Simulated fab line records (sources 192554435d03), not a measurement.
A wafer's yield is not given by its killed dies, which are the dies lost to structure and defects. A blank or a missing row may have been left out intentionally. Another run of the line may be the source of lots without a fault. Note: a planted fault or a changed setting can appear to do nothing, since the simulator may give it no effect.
fab line records	flow n5_finfet	part 1 of 2: steps 1 to 4 of 6
record lots=24	wafers=72	last_day=18
route steps=1938 shown BEOL_M12@1652 BEOL_M13@1674 BEOL_M14@1732
lots with no fault: from the same line, run without faults
start_h: hours from the record's opening day to when the first of the lot's shown wafers began	wait_h: time in hours since the lot's previous step	" the same as in the row above	L1.1+2: several wafers, shown together as one row	- either no value or no given start	* or withheld: withheld	< > ~ a bound
route shown NAME@n: names a module that has steps shown in the file, with the first one's number in the route	usual: mean/standard deviation of fault-free wafers	same: alike in all rows	chamber/n: place in a boat	sites: per-site readings	_std_site: their standard deviation	_edge_site: inner sites' mean taken away from outer sites' mean	radius_mm: for every site, how far away it sits from the centre of the wafer	mask NAME#n: copy n	behind: tool/chamber where the wafer was last shaped	hold: reason for holding the lot/hours on hold/outcome of the hold	device: transistor that didn't switch, given as n, p or np	end of line: at the end of the route, the tests of the same wafers	where a step has no rows: the recipe by itself	killed: the dies lost at the first sort to structure and to defects; this is not the yield of the wafer	map: a wafer's dies, x killed, . not, _ none there
set.NAME: the setting as run; set.NAME@STEP: as run at that earlier step	model.NAME: the simulator's own value behind a step, which no gauge read
a sample of lots followed through the steps of the route, with each step as a table and each wafer as a row
services: when a tool's chamber went out of use (start_h, in hours from the record's first day, below 0 if earlier), for how many hours, and the reason
## steps
# step N5_BEOL_M12_ANNEAL_48
# recipe temp_c=225	time_s=90	ambient=N2
# usual wafer_temp_C_max=226.25/0.27
lot.wafer	tool	chamber	start_h	wait_h	wafer_temp_C_max
L074.3	rtp_anneal-02	0	231.43	0.3	226.07
L074.4	"	0	"	"	226.21
L074.5	"	0	"	"	226.14
L075.1	rtp_anneal-01	0	252.98	0.2	226.42
L075.3	"	0	"	"	226.11
L075.6	"	0	"	"	225.99
L076.1	rtp_anneal-01	0	253.84	0.2	226.45
L076.3	"	0	"	"	226.22
L076.4	"	0	"	"	226.55
L079.1	rtp_anneal-02	0	262.57	0.1	226.53
L079.4	"	0	"	"	226.50
L079.6	"	0	"	"	226.50
L077.1	rtp_anneal-01	0	267.50	1.5	226.38
L077.3	"	0	"	"	226.11
L077.6	"	0	"	"	226.65
L078.1	rtp_anneal-01	0	270.34	0.2	226.65
L078.4	"	0	"	"	226.32
L078.5	"	0	"	"	226.21
L080.1	rtp_anneal-01	0	275.12	0.1	226.37
L080.3	"	0	"	"	226.51
L080.5	"	0	"	"	226.36
L081.1	rtp_anneal-01	0	287.70	0.2	225.84
L081.2	"	0	"	"	226.66
L081.5	"	0	"	"	226.28
L082.1	rtp_anneal-02	0	293.61	0.1	226.27
L082.5	"	0	"	"	226.16
L082.6	"	0	"	"	226.66
L083.4	rtp_anneal-01	0	300.65	0.2	226.04
L083.5	"	0	"	"	226.55
L083.6	"	0	"	"	226.10
L084.2	rtp_anneal-01	0	310.89	0.1	226.12
L084.4	"	0	"	"	226.24
L084.5	"	0	"	"	226.49
L086.1	rtp_anneal-01	0	312.25	0.1	226.42
L086.2	"	0	"	"	226.15
L086.3	"	0	"	"	225.97
L085.2	rtp_anneal-02	0	322.18	1.3	225.99
L085.4	"	0	"	"	226.62
L085.6	"	0	"	"	226.20
L088.1	rtp_anneal-02	0	323.55	0.1	226.29
L088.4	"	0	"	"	226.55
L088.6	"	0	"	"	226.25
L087.1	rtp_anneal-02	0	325.24	0.1	225.96
L087.2	"	0	"	"	226.64
L087.6	"	0	"	"	226.69
L090.3	rtp_anneal-01	0	338.94	0.2	226.29
L090.4	"	0	"	"	225.80
L090.5	"	0	"	"	225.94
L089.2	rtp_anneal-02	0	340.51	0.1	226.48
L089.3	"	0	"	"	226.09
L089.5	"	0	"	"	226.25
L091.2	rtp_anneal-01	0	348.32	0.1	226.70
L091.4	"	0	"	"	226.67
L091.6	"	0	"	"	226.49
L092.2	rtp_anneal-02	0	348.38	0.1	225.99
L092.3	"	0	"	"	226.53
L092.5	"	0	"	"	226.36
L093.1	rtp_anneal-02	0	360.19	1.3	225.97
L093.4	"	0	"	"	226.27
L093.6	"	0	"	"	226.25
L094.1	rtp_anneal-02	0	361.27	0.8	226.58
L094.3	"	0	"	"	226.09
L094.4	"	0	"	"	226.04
L096.3	rtp_anneal-01	0	380.94	0.2	226.00
L096.4	"	0	"	"	226.07
L096.5	"	0	"	"	225.90
L095.2	rtp_anneal-01	0	381.28	0.1	225.88
L095.3	"	0	"	"	226.48
L095.4	"	0	"	"	226.92
L097.2	rtp_anneal-02	0	387.06	0.9	226.48
L097.3	"	0	"	"	226.21
L097.4	"	0	"	"	226.18
# step N5_BEOL_M13_VIA_ETCH_16
# recipe chemistry=C4F8/O2/Ar	target=SiOC	pressure_mtorr=30	source_w=3000	bias_w=700	Ar_flow_sccm=400	C4F8_flow_sccm=15	O2_flow_sccm=8	he_inner_torr=15	he_outer_torr=30	target_depth_a=9217	time_s=withheld	ion_energy_ev=250	ends=cleared
# usual bias_w=699.9/2.4	drypump_motor_current_A=5.9/0.6	he_outer_torr=30.00/0.058	mfc_ar_sccm=400.0/1.3	oes_product_au=0.74/0.084	rf_vpp_V=666/3.4	showerhead_plenum_p_Torr=3.44/0.12	throttle_valve_pct=24.17/0.19
lot.wafer	tool	chamber	start_h	wait_h	bias_w	drypump_motor_current_A	he_outer_torr	mfc_ar_sccm	oes_product_au	rf_vpp_V	showerhead_plenum_p_Torr	throttle_valve_pct
L074.3	rie_diel-04	2	232.93	0.0	696.6	6.1	29.96	400.7	0.62	665	3.36	24.33
L074.4	"	3	"	"	698.9	6.8	30.07	402.7	0.60	659	3.24	23.96
L074.5	"	3	"	"	701.0	6.8	30.03	399.5	0.61	661	3.24	23.95
L075.1	rie_diel-01	3	254.39	0.0	703.5	6.2	30.04	398.3	0.68	663	3.29	24.01
L075.3	"	0	"	"	704.1	5.9	29.93	399.8	0.80	671	3.60	23.92
L075.6	"	3	"	"	702.7	6.2	30.01	398.1	0.68	663	3.29	24.01
L076.1	rie_diel-03	3	255.34	0.0	702.1	6.4	30.04	400.5	0.80	669	3.62	23.92
L076.3	"	1	"	"	701.6	6.1	29.96	402.2	0.65	670	3.53	24.25
L076.4	"	0	"	"	702.2	5.2	29.99	399.6	0.64	663	3.27	24.03
L079.1	rie_diel-01	2	263.98	0.0	696.8	6.6	29.94	400.9	0.83	664	3.36	24.25
L079.4	"	3	"	"	699.0	6.2	29.93	401.5	0.69	661	3.29	24.01
L079.6	"	1	"	"	697.6	4.7	30.03	400.4	0.83	666	3.49	24.24
L077.1	rie_diel-04	3	269.21	0.0	697.6	6.8	30.02	398.8	0.60	661	3.24	23.99
L077.3	"	1	"	"	697.1	5.4	30.01	400.3	0.80	667	3.49	24.25
L077.6	"	0	"	"	703.0	5.3	29.95	399.0	0.67	668	3.54	24.43
L078.1	rie_diel-01	3	271.88	0.0	698.5	6.2	30.03	400.5	0.68	662	3.29	24.03
L078.4	"	2	"	"	697.5	6.6	30.05	400.8	0.82	662	3.35	24.27
L078.5	"	2	"	"	696.9	6.5	30.12	397.9	0.82	665	3.35	24.25
L080.1	rie_diel-04	2	276.67	0.0	698.3	6.1	29.98	400.3	0.89	663	3.36	24.04
L080.3	"	1	"	"	700.0	5.4	30.01	402.0	0.80	667	3.49	24.25
L080.5	"	2	"	"	699.1	6.1	29.84	400.5	0.89	665	3.36	24.04
L081.1	rie_diel-04	0	289.11	0.0	699.8	5.4	30.02	397.7	0.66	670	3.54	24.46
L081.2	"	2	"	"	698.8	6.1	30.09	399.3	0.87	663	3.36	24.03
L081.5	"	1	"	"	697.1	5.4	29.94	399.1	0.79	668	3.49	24.26
L082.1	rie_diel-04	2	295.14	0.0	700.7	6.1	29.95	400.2	0.86	663	3.36	24.05
L082.5	"	0	"	"	700.5	5.4	29.98	399.4	0.67	668	3.53	24.44
L082.6	"	3	"	"	696.8	6.8	30.02	401.3	0.59	660	3.23	23.99
L083.4	rie_diel-01	0	301.92	0.0	700.5	5.9	30.00	401.0	0.79	671	3.59	23.95
L083.5	"	1	"	"	696.8	4.7	30.01	400.1	0.80	669	3.49	24.24
L083.6	"	0	"	"	702.5	5.8	30.04	400.7	0.79	670	3.59	23.95
L084.2	rie_diel-03	3	312.27	0.0	702.6	6.4	30.04	398.9	0.76	670	3.61	23.94
L084.4	"	1	"	"	699.8	6.1	30.17	400.4	0.63	668	3.52	24.28
L084.5	"	3	"	"	700.1	6.5	29.97	400.0	0.76	671	3.61	23.94
L086.1	rie_diel-04	0	313.67	0.0	700.3	5.3	29.99	400.4	0.67	668	3.53	24.44
L086.2	"	1	"	"	700.7	5.4	29.96	402.4	0.78	668	3.49	24.26
L086.3	"	2	"	"	701.3	6.1	30.02	401.0	0.85	664	3.35	24.04
L085.2	rie_diel-03	3	323.86	0.0	698.8	6.5	30.03	400.9	0.76	671	3.61	23.96
L085.4	"	1	"	"	701.3	6.1	30.06	399.9	0.63	669	3.52	24.28
L085.6	"	1	"	"	702.6	6.1	29.98	401.7	0.63	669	3.52	24.29
L088.1	rie_diel-01	3	325.02	0.0	701.3	6.2	30.14	398.6	0.67	661	3.28	24.04
L088.4	"	1	"	"	700.5	4.7	29.96	401.0	0.79	668	3.48	24.28
L088.6	"	1	"	"	700.2	4.7	30.06	401.9	0.79	667	3.48	24.27
L087.1	rie_diel-04	1	326.65	0.0	700.2	5.4	30.03	403.0	0.78	666	3.48	24.27
L087.2	"	2	"	"	698.4	6.1	30.04	400.3	0.84	663	3.35	24.07
L087.6	"	1	"	"	700.9	5.4	30.02	400.0	0.78	667	3.48	24.27
L090.3	rie_diel-01	2	340.73	0.0	697.3	6.6	30.08	398.3	0.79	663	3.34	24.27
L090.4	"	0	"	"	701.0	5.9	29.98	400.7	0.78	671	3.58	23.94
L090.5	"	0	"	"	700.7	5.9	29.91	399.1	0.78	670	3.58	23.96
L089.2	rie_diel-03	3	342.22	0.0	701.9	6.4	30.01	399.8	0.75	670	3.60	23.96
L089.3	"	0	"	"	703.7	5.1	30.01	400.6	0.63	660	3.26	24.07
L089.5	"	3	"	"	701.6	6.5	30.09	401.2	0.75	670	3.60	23.95
L091.2	rie_diel-04	0	350.06	0.0	695.4	5.4	30.01	399.7	0.65	668	3.52	24.47
L091.4	"	3	"	"	700.3	6.8	30.02	399.6	0.86	672	3.62	23.73
L091.6	"	3	"	"	701.3	6.8	30.01	400.1	0.84	671	3.62	23.72
L092.2	rie_diel-01	0	350.57	0.0	702.6	5.8	29.92	398.1	0.77	671	3.58	23.97
L092.3	"	2	"	"	705.3	6.6	30.07	399.3	0.78	664	3.34	24.28
L092.5	"	0	"	"	698.8	5.8	29.96	398.6	0.78	671	3.58	23.97
L093.1	rie_diel-04	0	361.60	0.0	698.2	5.4	30.00	399.8	0.65	668	3.52	24.47
L093.4	"	3	"	"	701.6	6.7	30.00	399.1	0.85	670	3.62	23.71
L093.6	"	0	"	"	694.8	5.4	29.95	399.5	0.65	668	3.52	24.47
L094.1	rie_diel-03	3	362.83	0.0	702.3	6.4	30.04	397.7	0.74	670	3.60	23.96
L094.3	"	2	"	"	702.7	5.5	29.97	400.7	0.63	663	3.37	24.43
L094.4	"	1	"	"	699.1	6.1	29.99	401.6	0.62	668	3.52	24.30
L096.3	rie_diel-01	3	382.39	0.0	699.3	6.2	29.89	402.7	0.66	661	3.28	24.07
L096.4	"	2	"	"	699.4	6.5	29.97	399.4	0.76	664	3.34	24.27
L096.5	"	3	"	"	700.1	6.2	29.94	398.0	0.65	663	3.28	24.07
L095.2	rie_diel-04	2	382.65	0.0	698.5	6.1	30.03	400.7	0.80	664	3.34	24.08
L095.3	"	1	"	"	697.1	5.4	29.97	398.0	0.77	666	3.47	24.29
L095.4	"	3	"	"	696.4	6.8	29.94	400.6	0.83	672	3.62	23.73
L097.2	rie_diel-04	0	388.50	0.0	700.4	5.4	29.98	399.1	0.65	669	3.52	24.49
L097.3	"	1	"	"	696.2	5.4	30.03	399.5	0.76	666	3.47	24.29
L097.4	"	2	"	"	701.4	6.1	29.95	398.1	0.81	664	3.34	24.09
# step N5_BEOL_M13_DEP_53
# recipe material=SiCN	target_thk_a=500	temp_c=withheld	precursor=3MS/NH3	pressure_torr=3	rf_w=675	time_s=17.8
# usual showerhead_plenum_p_Torr=4.162/0.015	throttle_valve_pct=17.9/1.2
lot.wafer	tool	chamber	start_h	wait_h	showerhead_plenum_p_Torr	throttle_valve_pct
L074.3	pecvd-03	2	238.30	0.0	4.162	18.2
L074.4	"	1	"	"	4.153	19.9
L074.5	"	0	"	"	4.159	19.2
L075.1	pecvd-04	2	267.16	0.0	4.156	16.7
L075.3	"	1	"	"	4.131	17.6
L075.6	"	1	"	"	4.147	17.3
L076.1	pecvd-01	0	267.61	0.0	4.167	19.4
L076.3	"	1	"	"	4.154	18.5
L076.4	"	2	"	"	4.171	16.3
L079.1	pecvd-04	0	269.54	0.0	4.178	16.5
L079.4	"	1	"	"	4.140	17.5
L079.6	"	0	"	"	4.181	16.6
L077.1	pecvd-04	1	273.32	0.0	4.123	17.4
L077.3	"	2	"	"	4.158	16.6
L077.6	"	1	"	"	4.127	17.4
L078.1	pecvd-03	0	279.34	0.0	4.172	19.5
L078.4	"	1	"	"	4.159	20.1
L078.5	"	0	"	"	4.172	19.6
L080.1	pecvd-03	0	281.08	0.0	4.160	19.1
L080.3	"	0	"	"	4.169	19.5
L080.5	"	2	"	"	4.161	18.2
L081.1	pecvd-01	2	294.80	0.0	4.170	16.3
L081.2	"	1	"	"	4.168	18.6
L081.5	"	0	"	"	4.160	19.4
L082.1	pecvd-01	2	301.28	0.0	4.166	16.3
L082.5	"	0	"	"	4.159	19.3
L082.6	"	2	"	"	4.171	16.3
L083.4	pecvd-01	2	307.40	0.0	4.161	16.2
L083.5	"	0	"	"	4.162	19.5
L083.6	"	1	"	"	4.145	18.8
L084.2	pecvd-01	1	316.62	0.0	4.166	18.8
L084.4	"	2	"	"	4.168	16.2
L084.5	"	0	"	"	4.154	19.4
L086.1	pecvd-03	0	317.65	0.0	4.166	19.5
L086.2	"	2	"	"	4.164	18.3
L086.3	"	1	"	"	4.165	19.8
L085.2	pecvd-01	0	327.07	0.0	4.161	19.4
L085.4	"	0	"	"	4.175	19.4
L085.6	"	1	"	"	4.167	18.6
L088.1	pecvd-04	0	329.54	0.0	4.187	16.6
L088.4	"	0	"	"	4.187	16.8
L088.6	"	1	"	"	4.134	17.4
L087.1	pecvd-03	0	332.47	0.0	4.166	19.3
L087.2	"	2	"	"	4.166	18.2
L087.6	"	1	"	"	4.161	19.9
L090.3	pecvd-04	2	346.17	0.0	4.155	16.9
L090.4	"	0	"	"	4.187	16.9
L090.5	"	1	"	"	4.130	17.3
L089.2	pecvd-04	2	349.41	0.0	4.156	16.6
L089.3	"	0	"	"	4.187	16.7
L089.5	"	1	"	"	4.128	17.5
L092.2	pecvd-01	1	355.98	0.0	4.159	18.8
L092.3	"	0	"	"	4.175	19.4
L092.5	"	1	"	"	4.158	18.7
L091.2	pecvd-04	1	356.38	0.0	4.140	17.7
L091.4	"	2	"	"	4.160	16.8
L091.6	"	1	"	"	4.137	17.7
L093.1	pecvd-04	2	365.64	0.0	4.160	16.8
L093.4	"	1	"	"	4.135	17.5
L093.6	"	0	"	"	4.180	16.7
L094.1	pecvd-04	1	369.45	0.0	4.129	17.5
L094.3	"	2	"	"	4.148	16.7
L094.4	"	0	"	"	4.189	16.7
L096.3	pecvd-03	0	387.67	0.0	4.161	19.4
L096.4	"	2	"	"	4.164	18.3
L096.5	"	0	"	"	4.156	19.0
L095.2	pecvd-01	0	387.96	0.0	4.176	19.2
L095.3	"	2	"	"	4.181	16.4
L095.4	"	1	"	"	4.166	18.5
L097.2	pecvd-01	2	394.00	0.0	4.175	16.4
L097.3	"	1	"	"	4.157	18.6
L097.4	"	0	"	"	4.169	19.3
# step N5_BEOL_M13_INSPECT_55
# recipe inspect_instrument=darkfield	mode=post_dep
# usual raw_defect_count=71/25
lot.wafer	tool	chamber	start_h	wait_h	raw_defect_count
L074.3	defect_inspect-01	-	238.40	0.0	58
L074.4	"	-	"	"	47
L074.5	"	-	"	"	82
L075.1	defect_inspect-01	-	267.25	0.0	47
L075.3	"	-	"	"	39
L075.6	"	-	"	"	54
L076.1	defect_inspect-02	-	267.72	0.0	94
L076.3	"	-	"	"	85
L076.4	"	-	"	"	62
L079.1	defect_inspect-01	-	269.63	0.0	59
L079.4	"	-	"	"	56
L079.6	"	-	"	"	86
L077.1	defect_inspect-02	-	273.41	0.0	162
L077.3	"	-	"	"	118
L077.6	"	-	"	"	78
L078.1	defect_inspect-01	-	279.43	0.0	73
L078.4	"	-	"	"	59
L078.5	"	-	"	"	59
L080.1	defect_inspect-01	-	281.19	0.0	63
L080.3	"	-	"	"	62
L080.5	"	-	"	"	41
L081.1	defect_inspect-02	-	294.89	0.0	69
L081.2	"	-	"	"	74
L081.5	"	-	"	"	74
L082.1	defect_inspect-02	-	301.37	0.0	53
L082.5	"	-	"	"	49
L082.6	"	-	"	"	74
L083.4	defect_inspect-02	-	307.48	0.0	44
L083.5	"	-	"	"	43
L083.6	"	-	"	"	37
L084.2	defect_inspect-01	-	316.71	0.0	83
L084.4	"	-	"	"	47
L084.5	"	-	"	"	61
L086.1	defect_inspect-02	-	317.74	0.0	74
L086.2	"	-	"	"	129
L086.3	"	-	"	"	173
L085.2	defect_inspect-01	-	327.16	0.0	91
L085.4	"	-	"	"	77
L085.6	"	-	"	"	94
L088.1	defect_inspect-02	-	329.63	0.0	65
L088.4	"	-	"	"	103
L088.6	"	-	"	"	82
L087.1	defect_inspect-01	-	332.56	0.0	72
L087.2	"	-	"	"	90
L087.6	"	-	"	"	51
L090.3	defect_inspect-02	-	346.27	0.0	34
L090.4	"	-	"	"	27
L090.5	"	-	"	"	42
L089.2	defect_inspect-01	-	349.50	0.0	66
L089.3	"	-	"	"	74
L089.5	"	-	"	"	56
L092.2	defect_inspect-01	-	356.07	0.0	107
L092.3	"	-	"	"	71
L092.5	"	-	"	"	108
L091.2	defect_inspect-01	-	356.47	0.0	84
L091.4	"	-	"	"	55
L091.6	"	-	"	"	69
L093.1	defect_inspect-02	-	365.73	0.0	79
L093.4	"	-	"	"	55
L093.6	"	-	"	"	85
L094.1	defect_inspect-01	-	369.55	0.0	49
L094.3	"	-	"	"	61
L094.4	"	-	"	"	68
L096.3	defect_inspect-02	-	387.76	0.0	72
L096.4	"	-	"	"	56
L096.5	"	-	"	"	56
L095.2	defect_inspect-01	-	388.05	0.0	30
L095.3	"	-	"	"	96
L095.4	"	-	"	"	106
L097.2	defect_inspect-01	-	394.09	0.0	83
L097.3	"	-	"	"	91
L097.4	"	-	"	"	97
